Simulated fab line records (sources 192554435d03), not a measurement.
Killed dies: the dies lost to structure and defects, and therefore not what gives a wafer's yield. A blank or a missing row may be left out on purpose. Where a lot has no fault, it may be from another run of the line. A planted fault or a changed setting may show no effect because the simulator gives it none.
Chamber matching ; flow n5 finfet ; N5_BEOL_M4_ETCH_64 on rie diel-05 has 4 sister chambers
The step etches SOC in N2/H2, target depth 75 nm, overetch 22.5 nm, time 121.9 s. 22 wafers are shown with their chamber, then 11 later ones without.

WAFERS WITH THEIR CHAMBER
wafer;chamber;showerhead plenum p Torr (Torr);throttle valve pct (%);oes product au (a.u.)
L079.1;3;2.50;17.55;0.54
L079.2;0;2.70;17.79;0.65
L079.6;1;2.51;17.75;0.74
L080.1;2;2.62;17.36;0.53
L080.2;1;2.51;17.76;0.72
L080.4;0;2.70;17.80;0.65
L083.1;0;2.70;17.78;0.64
L083.2;2;2.62;17.39;0.53
L083.6;1;2.51;17.74;0.72
L084.3;1;2.51;17.76;0.71
L084.5;1;2.51;17.75;0.72
L084.6;0;2.70;17.80;0.64
L085.1;0;2.70;17.82;0.63
L085.3;3;2.49;17.57;0.53
L085.5;2;2.62;17.39;0.53
L087.1;1;2.50;17.78;0.70
L087.3;2;2.61;17.39;0.53
L087.4;3;2.49;17.59;0.53
L088.1;1;2.50;17.79;0.69
L088.4;3;2.49;17.59;0.52
L088.5;1;2.50;17.78;0.69
L089.3;0;2.69;17.82;0.63

SIGNATURES (means of the wafers above)
reading;chamber 0;chamber 1;chamber 2;chamber 3;scatter within a chamber
showerhead plenum p Torr;2.6983;2.5062;2.6175;2.4925;0.00484
throttle valve pct;17.8017;17.7638;17.3825;17.5750;0.0171
oes product au;0.6400;0.7112;0.5300;0.5300;0.0122
Rule: for a wafer and a chamber, the distance is found by dividing, reading by reading, the gap between the wafer's reading and the chamber's mean by the reading's scatter, squaring, summing and taking the root. The wafer belongs to the nearest chamber; if the next one is less than 2 further off, it can't be placed. How the scatter is found: for the shown wafers, subtract from each reading the mean of its chamber, square and add these, divide the total by (wafers less chambers), then take the root.

WAFERS MISSING THEIR CHAMBER
wafer;showerhead plenum p Torr (Torr);throttle valve pct (%);oes product au (a.u.)
L089.5;2.70;17.83;0.63
L089.6;2.50;17.79;0.68
L094.1;2.48;17.61;0.53
L094.2;2.69;17.83;0.62
L094.4;2.61;17.40;0.52
L096.3;2.61;17.42;0.52
L096.5;2.48;17.62;0.52
L096.6;2.69;17.85;0.62
L097.1;2.69;17.85;0.61
L097.4;2.60;17.45;0.51
L097.5;2.49;17.81;0.66

WHICH CHAMBER EACH ONE RAN IN
wafer;from the rows above;in truth
L089.5;0;0
L089.6;1;1
L094.1;3;3
L094.2;0;0
L094.4;2;2
L096.3;2;2
L096.5;3;3
L096.6;0;0
L097.1;0;0
L097.4;2;2
L097.5;1;1
11 of 11 placed correctly. Not placeable from these rows: 0. Placed wrongly: 0.
